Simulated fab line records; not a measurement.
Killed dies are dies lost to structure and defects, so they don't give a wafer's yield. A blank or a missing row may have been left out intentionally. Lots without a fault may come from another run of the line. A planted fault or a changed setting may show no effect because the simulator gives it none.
fab line records | flow n5Finfet
record: lots: 5 wafers: 15 lastDay: 15
route steps=1938 shown BEOL_M6@1239 BEOL_M7@1263 PASSIVATION@1936
lots that met no fault: from a run of the same line without faults
startH: hours from the record's opening day to when the first of the lot's shown wafers began | waitH: hours elapsed since this lot's preceding step | " same as the row above | L1.1+2: a single row standing in for several wafers | - no value, or no start given | * or withheld: withheld | < > ~ a bound
route shown NAME@n: names a module that has steps shown in the file, with the first one's number in the route | usual: the fault-free wafers' mean and standard deviation | same: alike in all rows | chamber/n: place in a boat | sites: readings site by site | _std_site: standard deviation of those values | _edge_site: inner sites' mean taken away from outer sites' mean | radiusMm: for every site, how far away it sits from the centre of the wafer | mask NAME#n: copy n | behind: the last tool/chamber to shape the wafer | hold: why the lot was held/for how many hours/how that ended | device: whichever transistor did not switch (one of n, p or np) | end of line: tests of these same wafers at the route's end | a step with no rows: only its recipe | killed: count of dies lost to structure and defects at first sort (not the wafer's yield) | map: a wafer's dies, marking killed ones x, the rest . and places with no die _
set.NAME: the setting that was run; set.NAME@STEP: the one run at that earlier step | model.NAME: the simulator's own value behind a step, which no gauge read
lots seen at some steps along the route; tables by step, rows by wafer
services: a tool's chamber out of use, with start hour (startH, from the record's first day; less than 0 if before it), hours out, and reason
== steps ==
step: N5_BEOL_M6_TRENCH_ETCH_37
recipe: chemistry: C4F6/O2 targetDepthA: 944.35 target: SiCOH_lowk timeS: 31.5 ionEnergyEv: 250 pressureMtorr: 30 sourceW: 345 biasW: 185 Ar_flow_sccm: 300 C4F6_flow_sccm: 10 O2_flow_sccm: 10
step: N5_BEOL_M6_ETCH_41
recipe: chemistry: CH3F/O2 target: SiCN targetDepthA: 297 taperDeg: 2 timeS: 52 ionEnergyEv: 120 maskMaterial: TiN pressureMtorr: 30 sourceW: 395 biasW: 75 Ar_flow_sccm: 150 CH3F_flow_sccm: 30 O2_flow_sccm: 20
step: N5_BEOL_M6_STRIP_80
recipe: chemistry: N2/H2 timeS: 10 powerW: 450 tempC: 40 pressureMtorr: 20 rfFrequencyHz: 6e+07 biasPowerW: 7 n2FlowSccm: 200 h2FlowSccm: 200
step: N5_BEOL_M6_OCD_MEAS_38
usual: trenchDepthNm: 94.6/2
columns lot.wafer tool chamber startH waitH trenchDepthNm
L644.2 ocd-02 - 194.71 - 91.7
L644.5 " - " " 89.3
L644.6 " - " " 93.0
L645.1 ocd-02 - 204.26 - 90.2
L645.4 " - " " 93.8
L645.6 " - " " 93.8
L649.1 ocd-02 - 222.13 - 96.6
L649.2 " - " " 94.1
L649.6 " - " " 95.4
L656.1 ocd-02 - 265.73 - 95.2
L656.2 " - " " 98.3
L656.3 " - " " 96.9
L660.1 ocd-02 - 276.74 - 95.2
L660.4 " - " " 91.2
L660.6 " - " " 91.3
step: N5_BEOL_M6_HM_STRIP_39
recipe: chemistry: peroxideTinStrip material: TiN targetDepthA: 250 tempC: 50 timeS: 158
step: N5_BEOL_M6_SRD_40
recipe: timeS: 30 tempC: 23 rinseLiquid: diw dry: ipaMarangoni
step: N5_BEOL_M6_PRECLEAN_42
recipe: chemistry: residueRemover timeS: 60 tempC: 40
step: N5_BEOL_M6_SRD_43
recipe: timeS: 30 tempC: 23 rinseLiquid: diw dry: ipaMarangoni
step: N5_BEOL_M6_CD_MEAS_35
recipe: targetCdNm: 40 targetCdYNm: 28 polarity: opening
usual: cdNm: 39.7/0.58
columns lot.wafer tool chamber startH waitH cdNm
L644.2 cdSem-03 - 194.88 0.0 40.6
L644.5 " - " " 40.3
L644.6 " - " " 40.7
L645.1 cdSem-01 - 204.41 0.0 39.5
L645.4 " - " " 39.4
L645.6 " - " " 40.1
L649.1 cdSem-03 - 222.29 0.0 40.3
L649.2 " - " " 40.5
L649.6 " - " " 40.3
L656.1 cdSem-01 - 265.89 0.0 38.9
L656.2 " - " " 39.7
L656.3 " - " " 39.1
L660.1 cdSem-03 - 276.90 0.0 40.1
L660.4 " - " " 39.1
L660.6 " - " " 39.1
step: N5_BEOL_M6_CURE_75
recipe: tempC: 370 timeS: 120 ambient: DMADMS/He material: SiCOH_lowk
step: N5_BEOL_M6_DEGAS_44
recipe: ambient: vacuum tempC: 250 timeS: 60
step: N5_BEOL_M6_PRE_CLEAN_45
recipe: gas: H2/He timeS: 30 tempC: 250
step: N5_BEOL_M6_ALD_77
recipe: material: TaN targetThkA: 20 tempC: 275 aldPrecursorFamily: PDMAT aldCoReactant: NH3 pressureTorr: 3 carrierFlowSccm: 1500 pulseTimeS: 2 purgeTimeS: 3 coReactantPurgeTimeS: 2 coReactantPulseTimeS: 3 aldCycles: 40 precursorVesselTempC: 75 precursorVesselPressureTorr: 26.25 precursorVesselCarrierSccm: 1000
usual: heaterPowerW: 420/40
same: coReactantPurgeTimeS: 2
columns lot.wafer tool chamber startH waitH heaterPowerW sinceWetCleanH
L644.2 aldMetal-02 1 195.90 0.0 442 6013
L644.5 " 2 " " 456 -
L644.6 " 1 " " 432 -
L645.1 aldMetal-02 2 204.96 0.0 461 6022
L645.4 " 3 " " 473 6022
L645.6 " 2 " " 461 -
L649.1 aldMetal-01 3 222.90 0.2 446 2963
L649.2 " 0 " " 413 2963
L649.6 " 1 " " 330 -
L656.1 aldMetal-02 2 266.79 0.0 438 6084
L656.2 " 3 " " 471 6084
L656.3 " 0 " " 381 6084
L660.1 aldMetal-02 0 278.07 0.0 385 6095
L660.4 " 3 " " 470 6095
L660.6 " 3 " " 460 -
step: N5_BEOL_M6_SURFACE_TREAT_79
recipe: gas: Ar timeS: * ionEnergyEv: * ionCurrentMaCm2: 0.5 pressureMtorr: * arFlowSccm: 30
usual: throttleValvePct: *
columns lot.wafer tool chamber startH waitH throttleValvePct
L644.2 pvdSputter-02 - 196.28 0.2 *
L644.5 " - " " *
L644.6 " - " " *
L645.1 pvdSputter-03 - 205.30 0.2 *
L645.4 " - " " *
L645.6 " - " " *
L649.1 pvdSputter-02 - 223.41 0.4 *
L649.2 " - " " *
L649.6 " - " " *
L656.1 pvdSputter-01 - 267.09 0.2 *
L656.2 " - " " *
L656.3 " - " " *
L660.1 pvdSputter-02 - 278.57 0.4 *
L660.4 " - " " *
L660.6 " - " " *
step: N5_BEOL_M6_CVD_78
recipe: material: Co targetThkA: 20 tempC: withheld precursor: CCTBA/H2 pressureTorr: 30 timeS: 142.3
step: N5_BEOL_M6_SPUTTER_48
recipe: material: Cu targetThkA: 100 tempC: -20 biasV: 60 powerW: 26000 chamberPressurePa: 0.13 timeS: 1.667
usual: cathodeDcPowerW: 26000/4.6 throttleValvePct: 30.4/1.1
columns lot.wafer tool chamber startH waitH cathodeDcPowerW throttleValvePct
L644.2 pvdSputter-02 - 196.46 0.1 26001 30.4
L644.5 " - " " 26008 30.0
L644.6 " - " " 26001 30.6
L645.1 pvdSputter-01 - 206.00 0.4 26004 29.9
L645.4 " - " " 25991 31.1
L645.6 " - " " 25994 32.8
L649.1 pvdSputter-02 - 223.69 0.1 26000 30.3
L649.2 " - " " 25997 30.9
L649.6 " - " " 25996 29.9
L656.1 pvdSputter-01 - 267.39 0.2 25998 29.9
L656.2 " - " " 25997 31.1
L656.3 " - " " 26004 32.7
L660.1 pvdSputter-02 - 278.93 0.1 25999 29.8
L660.4 " - " " 25998 30.5
L660.6 " - " " 25991 30.3
step: N5_BEOL_M6_ECD_50
recipe: material: Cu targetThkA: 3000
step: N5_BEOL_M6_ANNEAL_51
recipe: tempC: 225 timeS: 90 ambient: N2
step: N5_BEOL_M6_CMP_52
recipe: stopOn: SiCOH_lowk tOverpolishS: 6.9 downForcePsi: 1 platenRpm: 50 clearingPlatenDownForcePsi: 1.5 clearingPlatenRpm: 50 postCmpClean: cuAlkaline targetThkNm: 80 clearingPlatenPadVelocityMS: 0.99484 padVelocityMS: 0.99484
step: N5_BEOL_M6_THK_MEAS_53
recipe: thkMeasGauge: xrf reads: Cu_of_BEOL_M6_ECD_50
usual: M6_THK: 81.3/2.4
columns lot.wafer tool chamber startH waitH M6_THK[nm]
L644.2 filmMetro-02 - 197.41 - 78.1
L644.5 " - " " 76.3
L644.6 " - " " 81.7
L645.1 filmMetro-02 - 206.93 - 77.2
L645.4 " - " " 79.6
L645.6 " - " " 80.1
L649.1 filmMetro-02 - 224.66 - 83.3
L649.2 " - " " 80.6
L649.6 " - " " 82.8
L656.1 filmMetro-01 - 268.20 - 82.2
L656.2 " - " " 85.0
L656.3 " - " " 84.0
L660.1 filmMetro-01 - 280.78 - 80.8
L660.4 " - " " 77.1
L660.6 " - " " 78.3
step: N5_BEOL_M6_PRE_CLEAN_55
recipe: gas: NH3 timeS: 15 tempC: withheld rfPowerW: 300
step: N5_BEOL_M6_DEP_56
recipe: material: SiCN targetThkA: 100 tempC: withheld precursor: 3MS/NH3 pressureTorr: 3 rfW: 202 timeS: 17.5
usual: rfFwdPowerW: 200.0/0.72 showerheadPlenumPTorr: 3.669/0.012 throttleValvePct: 9.3/0.6
columns lot.wafer tool chamber startH waitH rfFwdPowerW showerheadPlenumPTorr sinceWetCleanH throttleValvePct
L644.2 pecvd-04 1 197.47 0.0 200.6 3.683 1445 9.8
L644.5 " 2 " " 199.6 3.668 - 9.2
L644.6 " 0 " " 199.2 3.671 - 9.5
L645.1 pecvd-04 0 207.01 0.0 200.7 3.666 730 10.0
L645.4 " 0 " " 200.8 3.679 - 9.6
L645.6 " 1 " " 199.7 3.673 - 10.0
L649.1 pecvd-03 0 224.72 0.0 200.5 3.648 929 9.0
L649.2 " 2 " " 200.1 3.670 174 9.1
L649.6 " 1 " " 199.0 3.691 - 8.6
L656.1 pecvd-03 1 268.26 0.0 200.0 3.697 1697 8.4
L656.2 " 0 " " 200.6 3.653 972 9.3
L656.3 " 2 " " 200.0 3.665 218 9.0
L660.1 pecvd-03 1 280.84 0.0 199.3 3.682 1710 8.4
L660.4 " 0 " " 200.5 3.663 - 8.9
L660.6 " 1 " " 200.0 3.695 - 8.6
step: N5_BEOL_M6_RS_MEAS_57
recipe: thkMeasGauge: four-point-probe reads: Cu_of_BEOL_M6_ECD_50+Co_of_BEOL_M6_CVD_78+TaN_of_BEOL_M6_ALD_77
usual: M6_RS: 0.285/0.0093
columns lot.wafer tool chamber startH waitH M6_RS[ohm/sq]
L644.2 filmMetro-02 - 197.54 0.1 0.302
L644.5 " - " " 0.309
L644.6 " - " " 0.287
L645.1 filmMetro-02 - 207.10 0.1 0.301
L645.4 " - " " 0.291
L645.6 " - " " 0.290
L649.1 filmMetro-01 - 224.79 0.1 0.276
L649.2 " - " " 0.287
L649.6 " - " " 0.277
L656.1 filmMetro-01 - 268.33 0.1 0.285
L656.2 " - " " 0.273
L656.3 " - " " 0.276
L660.1 filmMetro-01 - 280.91 0.1 0.283
L660.4 " - " " 0.299
L660.6 " - " " 0.293
step: N5_BEOL_M7_ILD_DEP_00
recipe: material: SiCOH_lowk targetThkA: 1797.5 tempC: 300 precursor: DEMS/porogen pressureTorr: 5 rfW: 500 timeS: 33.4
step: N5_BEOL_M7_CURE_74
recipe: tempC: 385 timeS: 240 ambient: He/Ar material: SiCOH_lowk
step: N5_BEOL_M7_THK_MEAS_01
recipe: reads: SiCOH_lowk_of_BEOL_M7_ILD_DEP_00
usual: M7_ILD_THK: 155.0/1.8
columns lot.wafer tool chamber startH waitH M7_ILD_THK[nm]
L644.2 filmMetro-01 - 198.30 0.4 153.4
L644.5 " - " " 156.6
L644.6 " - " " 157.1
L645.1 filmMetro-02 - 207.79 0.4 154.5
L645.4 " - " " 157.1
L645.6 " - " " 155.6
L649.1 filmMetro-02 - 225.45 0.4 151.9
L649.2 " - " " 154.5
L649.6 " - " " 154.2
L656.1 filmMetro-02 - 269.45 0.8 154.2
L656.2 " - " " 155.4
L656.3 " - " " 153.8
L660.1 filmMetro-01 - 282.05 0.8 149.9
L660.4 " - " " 154.9
L660.6 " - " " 154.2
step: N5_BEOL_M7_PECVD_70
recipe: material: SiO2 targetThkA: 200 tempC: 400 precursor: TEOS/O2 pressureTorr: 5.5 rfW: 450 teosFlowSccm: 53.8 gas: O2 flowSccm: 3000 timeS: 22.7
usual: heaterPowerW: 726/93 rfFwdPowerW: 444.8/2.2 showerheadPlenumPTorr: 8.81/0.059 throttleValvePct: 22.5/1.2
columns lot.wafer tool chamber startH waitH heaterPowerW rfFwdPowerW showerheadPlenumPTorr sinceWetCleanH throttleValvePct
L644.2 pecvd-03 2 198.33 0.0 747 443.3 8.82 148 22.1
L644.5 " 2 " " 762 443.1 8.83 - 22.1
L644.6 " 0 " " 742 445.4 8.72 - 22.6
L645.1 pecvd-04 1 207.83 0.0 829 443.3 8.85 1455 24.1
L645.4 " 0 " " 561 448.0 8.80 - 24.5
L645.6 " 1 " " 816 445.2 8.82 - 24.3
L649.1 pecvd-02 1 225.49 0.0 735 441.4 8.75 1836 21.5
L649.2 " 0 " " 840 440.7 8.74 1111 22.7
L649.6 " 2 " " 730 444.4 8.88 - 21.6
L656.1 pecvd-04 2 269.49 0.0 631 445.5 8.80 38 21.0
L656.2 " 1 " " 888 445.1 8.88 1517 24.2
L656.3 " 0 " " 504 447.8 8.81 792 24.2
L660.1 pecvd-03 2 282.09 0.0 742 445.0 8.80 232 22.4
L660.4 " 0 " " 787 449.0 8.74 - 22.9
L660.6 " 1 " " 774 447.3 8.94 - 21.0
step: N5_BEOL_M7_HM_DEP_02
recipe: material: TiN targetThkA: 200 tempC: 25 chamberPressurePa: 0.49996
step: N5_BEOL_M7_COAT_59
recipe: resist: SOC tempC: 250 timeS: 60 spinRpm: 1500 resistThkNm: 100
step: N5_BEOL_M7_COAT_60
recipe: resist: SiARC tempC: 220 timeS: 60 spinRpm: 1500 resistThkNm: 35
step: N5_BEOL_M7_COAT_05
recipe: resist: CAR-ArF spinRpm: 1500 resistThkNm: 90
step: N5_BEOL_M7_EBR_07
recipe: solvent: PGMEA ebrWidthMm: 1.5
step: N5_BEOL_M7_SOFTBAKE_06
recipe: tempC: 110 timeS: 60 resist: CAR-ArF
step: N5_BEOL_M7_EXPOSE_08
recipe: maskId: M7 na: 1.35 sourceShape: dipole sigmaInner: 0.817 sigmaOuter: 0.97 polarization: te doseMj: 68.25
step: N5_BEOL_M7_PEB_09
recipe: pebTempC: withheld pebTimeS: 60 resist: CAR-ArF
step: N5_BEOL_M7_DEVELOP_10
recipe: developTimeS: 30 developer: TMAH resist: CAR-ArF rinseLiquid: diw dry: airSpin devTempC: 23
step: N5_BEOL_M7_CD_MEAS_11
recipe: targetCdNm: 38.5 landingEnergyEv: 500 detector: seInlens polarity: opening
usual: cdNm: 38.5/0.47
columns lot.wafer tool chamber startH waitH cdNm
L644.2 cdSem-01 0 199.76 - 38.8
L644.5 " 0 " " 38.9
L644.6 " 0 " " 38.6
L645.1 cdSem-02 0 210.26 - 37.3
L645.4 " 0 " " 37.8
L645.6 " 0 " " 37.8
L649.1 cdSem-02 0 226.04 - 39.1
L649.2 " 0 " " 38.8
L649.6 " 0 " " 38.4
L656.1 cdSem-01 0 271.39 - 38.3
L656.2 " 0 " " 38.9
L656.3 " 0 " " 38.6
L660.1 cdSem-01 0 283.27 - 38.1
L660.4 " 0 " " 38.6
L660.6 " 0 " " 37.9
step: N5_BEOL_M7_OVL_MEAS_12
recipe: pointsPerWafer: 44
usual: M7_OVL: 0.8/0.87
columns lot.wafer tool chamber startH waitH M7_OVL[nm]
L644.2 overlay-02 0 199.79 0.0 1.4
L644.5 " 0 " " 3.2
L644.6 " 0 " " 1.7
L645.1 overlay-01 0 210.29 0.0 1.5
L645.4 " 0 " " 2.3
L645.6 " 0 " " 1.8
L649.1 overlay-01 0 226.07 0.0 0.8
L649.2 " 0 " " -0.1
L649.6 " 0 " " -0.1
L656.1 overlay-01 0 271.42 0.0 1.0
L656.2 " 0 " " 1.8
L656.3 " 0 " " 0.9
L660.1 overlay-02 0 283.30 0.0 0.3
L660.4 " 0 " " 0.9
L660.6 " 0 " " 0.8
step: N5_BEOL_M7_DESCUM_16
recipe: chemistry: O2 timeS: 7.9 sourcePowerW: 50 biasPowerW: 20 pressureMtorr: 20 rfFrequencyHz: 2.712e+07 tempC: 40 resist: CAR-ArF o2FlowSccm: 225
usual: drypumpMotorCurrentA: 5.6/0.5 oesProductAu: 0.76/0.065 rfFwdPowerW: 49.38/0.26 rfVppV: 243.8/1.5 showerheadPlenumPTorr: 2.13/0.082 throttleValvePct: 20.55/0.2
columns lot.wafer tool chamber startH waitH drypumpMotorCurrentA oesProductAu rfFwdPowerW rfHoursCounterH rfVppV showerheadPlenumPTorr throttleValvePct
L644.2 rieDiel-03 3 199.85 0.0 5.8 0.77 49.34 113 243.9 2.19 20.51
L644.5 " 2 " " 6.5 0.75 48.72 - 245.7 2.16 20.18
L644.6 " 3 " " 5.9 0.77 49.16 - 245.5 2.19 20.50
L645.1 rieDiel-01 1 210.63 0.3 5.8 0.86 49.57 46 244.8 2.22 20.68
L645.4 " 2 " " 4.8 0.91 49.45 27 246.7 2.22 20.32
L645.6 " 2 " " 4.8 0.91 49.68 - 245.4 2.22 20.32
L649.1 rieDiel-03 3 226.13 0.0 5.8 0.76 49.40 120 245.3 2.19 20.49
L649.2 " 2 " " 6.4 0.73 48.89 169 243.6 2.16 20.20
L649.6 " 0 " " 5.3 0.72 49.29 - 242.1 2.08 20.68
L656.1 rieDiel-03 3 271.51 0.1 5.8 0.75 49.64 135 244.5 2.18 20.53
L656.2 " 0 " " 5.3 0.72 49.15 203 241.8 2.07 20.70
L656.3 " 2 " " 6.4 0.72 49.06 183 244.0 2.15 20.21
L660.1 rieDiel-01 1 283.37 0.0 5.8 0.82 49.53 68 244.5 2.22 20.70
L660.4 " 0 " " 6.2 0.69 49.24 218 243.1 2.16 20.61
L660.6 " 2 " " 4.8 0.88 49.87 - 244.7 2.21 20.34
step: N5_BEOL_M7_ETCH_61
recipe: chemistry: CF4 target: SiARC targetDepthA: 455 maskMaterial: CAR-ArF timeS: 75.8 ionEnergyEv: 80 pressureMtorr: 40 sourceW: 545 biasW: 36 Ar_flow_sccm: 100 cf4FlowSccm: 100 ends: cleared
step: N5_PASSIVATION_PROBE_49
usual: defectLimitedYield: 91.6/1.2 killed_at_M0_to_M3: 33/9.4 killed_at_M4_up: 13/5.2 killedAtContacts: 13/5.6 killedAtFrontEnd: 37/9.5 killedAtOther: 4/3.1 killedDies: 99/15 killedOpen: 65/11 killedShort: 32/7.5 sort_bin_5_function: 4.9/0.77 sort_bin_6_memory: 3.1/0.65 sort_bin_8_speed: 0.01/0.056 sortNPass: 1081/15 sortYieldPct: 91.6/1.2
same: grossDies: 1180 killedAtBackSide: 0 sort_bin_4_leakage[%]: 0
columns lot.wafer tool chamber startH waitH defectLimitedYield[%] killed_at_M0_to_M3 killed_at_M4_up killedAtContacts killedAtFrontEnd killedAtOther killedDies killedOpen killedShort sort_bin_5_function[%] sort_bin_6_memory[%] sort_bin_8_speed[%] sortNPass sortYieldPct[%]
L660.4 prober-01 - 367.47 0.2 81.6 28 130 7 50 2 217 57 36 10.6 5.6 0 963 81.6
L660.6 prober-01 - 367.57 0.3 81.7 31 138 2 42 3 216 63 31 11.8 4.4 0 964 81.7
killed by level:class
L660.4 BEOL_M6:unspecified=119 STI_FIN_REVEAL:geometricParticle:open=11 FIN_SAQP:geometricParticle:short=9 BEOL_M0_SAQP:geometricParticle:short=9 FIN_SAQP:geometricParticle:open=7 BEOL_M3:geometricParticle:open=7 MOL_CONTACT_COAG:geometricParticle:open=6 BEOL_M4:geometricParticle:open=6
L660.6 BEOL_M6:unspecified=121 BEOL_M4:geometricParticle:open=10 BEOL_M0_SAQP:geometricParticle:short=7 FIN_SAQP:geometricParticle:open=6 STI_FIN_REVEAL:geometricParticle:open=6 BEOL_M0_SAQP:geometricParticle:open=6 FIN_SAQP:geometricParticle:short=5 GATE_CUT:geometricParticle:short=5
map L660.4 (x killed, . not)
_________________...x....x...________________
______________...x.............._____________
___________xx.........x............__________
__________.......x.................._________
________..x..x...x...x....x.x........._______
_______..............x.x..xx..x........______
______..x...........xx.xxxxxx.x.x.....x._____
_____..............x.xxxxxxxxxx.x........____
____..........x....x.xxxxxxxxxxxxx.....x..___
___x.............xx.xxxxxxxxx.xx...........__
___......x.........xxxxxxxxxxxxx..x........__
__.......x...........xxxxxxxxxxx.....x......_
__........x..x....x.xxxxxxxxxxxxx.x.x......._
_.x...x...........x..xxxxxxxxx..x............
_...............x.....xxxxxxx.x......x.......
_.........x.........x..x...x...............x.
_....................x..x.xxx.x.....x...xx...
_................x.....x..x....xx............
_.............x.............x................
_....x.........x...x.x....x..................
_...x.........x..x.x..x....x...............x.
__..x.....xx.....x.......................x.._
__...x....x...........x.....x.x.....x..x...._
___.......x............x...................__
___..x........x............x..........x....__
____..x.....x..x.....x............x.x.....___
_____.x.................................x____
______.................x.........x......_____
_______............x......x..x...x.....______
________.............................._______
__________.x..x..x.......x.......x.._________
___________........x.x........x....__________
______________x................._____________
_________________.x......x...________________
map L645.6 (x killed, . not)
_________________x...........________________
______________...............x.._____________
___________..................x...x.__________
__________x.......x.......x........._________
________..............x.............x._______
_______..............................x.______
______...............x.................._____
_____....x..............x..x.............____
____........x..........x.....x.x..........___
___..x.............x.............x.x.......__
___.x.....x.......x.........x.........x....__
__..........x....................x....x....._
__.........xx.............x.....x.........x._
_...............................x............
_.x.........xx.....x............x.....x......
_.....................x..x............x..x...
_......................x............x........
_....x.......x..................x........x...
_......x....x.......x..x...............x.....
_......................x.x..x....x...........
_x.......xx....x............xx....x.........x
__..........x...x.......x.x............x...._
__.....x............x.......x....x.......x.._
___.....x............x.............x...x...__
___...........xx...........................__
____x............x...x..x................x___
_____.x...............x.......x...x......____
______........x...x......x.....x........_____
_______......x..................x...xx.______
________.........xx.........x.......x._______
__________..x..................xxx.._________
___________.............x......xx..__________
______________.x................_____________
_________________..x.....x...________________
== services ==
columns tool chamber startH hours kind
pecvd-02 1 178.29 16.5 scheduledDown
rieDiel-01 1 178.44 15.9 repair
pecvd-04 0 192.99 2.1 scheduledDown
pecvd-04 2 202.38 - clean
pecvd-04 2 202.38 - consumableReplace:showerhead
pecvd-04 2 202.38 29.0 scheduledDown
pecvd-04 2 202.38 29.0 ventCycle
rieDiel-03 0 215.28 6.4 repair
pecvd-02 0 216.74 2.1 scheduledDown
aldMetal-02 - 224.58 1.5 repair
pecvd-02 - 228.51 0.7 repair
pvdSputter-02 - 238.19 1.5 repair
rieDiel-01 - 250.99 1.8 repair
pecvd-03 0 262.20 2.1 scheduledDown
pecvd-04 - 275.15 6.0 pm
pecvd-02 2 276.66 6.6 repair
== key ==
firstSign: step: N5_PASSIVATION_PROBE_49 reading: killed_at_M4_up direction: up sigmas: 23 usual: 13 struck: 134
effect: step: N5_PASSIVATION_PROBE_49 reading: defectLimitedYield direction: down sigmas: 8.1 usual: 91.6 struck: 81.7
moreKillsBornAt: N5_BEOL_M6_ALD_77@aldMetal-02: 240
metAt N5_BEOL_M6_ALD_77
struckWafers L660.4,L660.6
onsetBetween 266.79 278.07
fault: kind: chamberParticleSource tool: aldMetal-02 chamber: 3 onsetH: 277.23 steps: N5_BEOL_M6_ALD_77 ratePerVisitCm2: 0.70358 endH: 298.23
